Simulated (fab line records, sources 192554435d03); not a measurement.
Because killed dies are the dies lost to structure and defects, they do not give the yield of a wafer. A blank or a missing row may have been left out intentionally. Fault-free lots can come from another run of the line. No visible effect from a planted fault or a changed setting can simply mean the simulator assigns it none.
Matching of chambers ; flow n5-finfet ; N5_BEOL_M5_DEP_56 on pecvd-02: 3 sister chambers
The step deposits SiCN from 3MS/NH3, target thk 8 nm, time 14 s. 24 wafers are shown with their chamber, then 12 later ones without.

WAFERS PAIRED WITH THEIR CHAMBERS
wafer;chamber;throttle-valve-pct (%);showerhead-plenum-p-Torr (Torr);chamber-pressure-Torr (Torr)
L076.4;2;8.6;3.665;2.993
L076.5;0;9.2;3.652;2.994
L076.6;1;10.1;3.657;3.006
L078.1;2;8.4;3.669;3.002
L078.2;0;9.3;3.656;2.994
L078.3;1;10.2;3.663;2.989
L080.1;1;9.9;3.651;3.002
L080.4;2;8.3;3.668;2.994
L080.5;1;9.8;3.655;2.988
L081.1;0;9.2;3.657;2.995
L081.2;1;10.0;3.660;3.008
L081.6;0;9.3;3.661;3.004
L083.3;1;9.9;3.662;2.994
L083.5;1;10.1;3.647;3.000
L083.6;0;9.5;3.657;3.001
L088.2;0;9.6;3.666;3.011
L088.4;0;9.3;3.665;2.999
L088.6;1;10.1;3.654;3.002
L090.2;1;10.1;3.655;3.000
L090.3;2;8.7;3.664;2.996
L090.5;0;9.7;3.662;3.008
L089.1;1;9.9;3.664;3.002
L089.3;0;9.5;3.658;3.000
L089.6;1;10.0;3.656;2.995

SIGNATURES, as means of the wafers listed above
reading;chamber 0;chamber 1;chamber 2;scatter within a chamber
throttle-valve-pct;9.400;10.009;8.500;0.156
showerhead-plenum-p-Torr;3.65933;3.65673;3.66650;0.00465
chamber-pressure-Torr;3.00067;2.99873;2.99625;0.00604
Rule: distance of a wafer from a chamber = root of the sum over the readings of ((wafer's reading minus chamber's mean) / reading's scatter) squared. If the next closest chamber is less than 2 further off than the closest, the wafer can't be placed; otherwise it belongs to the closest. The scatter: take each reading less its chamber's mean, square it, sum over the shown wafers, divide by the number of wafers less the number of chambers, and take the root.

WAFERS WITHOUT THEIR CHAMBER
wafer;throttle-valve-pct (%);showerhead-plenum-p-Torr (Torr);chamber-pressure-Torr (Torr)
L091.3;9.3;3.657;3.000
L091.4;9.5;3.660;3.009
L091.6;10.1;3.660;2.997
L092.2;9.8;3.643;2.988
L092.3;9.4;3.654;2.998
L092.5;9.5;3.661;2.988
L093.2;10.2;3.650;3.012
L093.5;10.0;3.651;3.010
L093.6;8.6;3.668;3.001
L094.2;9.4;3.661;3.005
L094.4;9.3;3.657;3.004
L094.5;10.0;3.660;2.996

EACH ONE'S CHAMBER
wafer;from the rows above;in truth
L091.3;0;0
L091.4;0;0
L091.6;1;1
L092.2;can't be placed: 1 or 0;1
L092.3;0;0
L092.5;can't be placed: 0 or 1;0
L093.2;1;1
L093.5;1;1
L093.6;2;2
L094.2;0;0
L094.4;0;0
L094.5;1;1
Correct placement for 10 of the 12. These rows do not allow placing 2 (true chamber among the candidates in 2). Placed wrongly: 0.
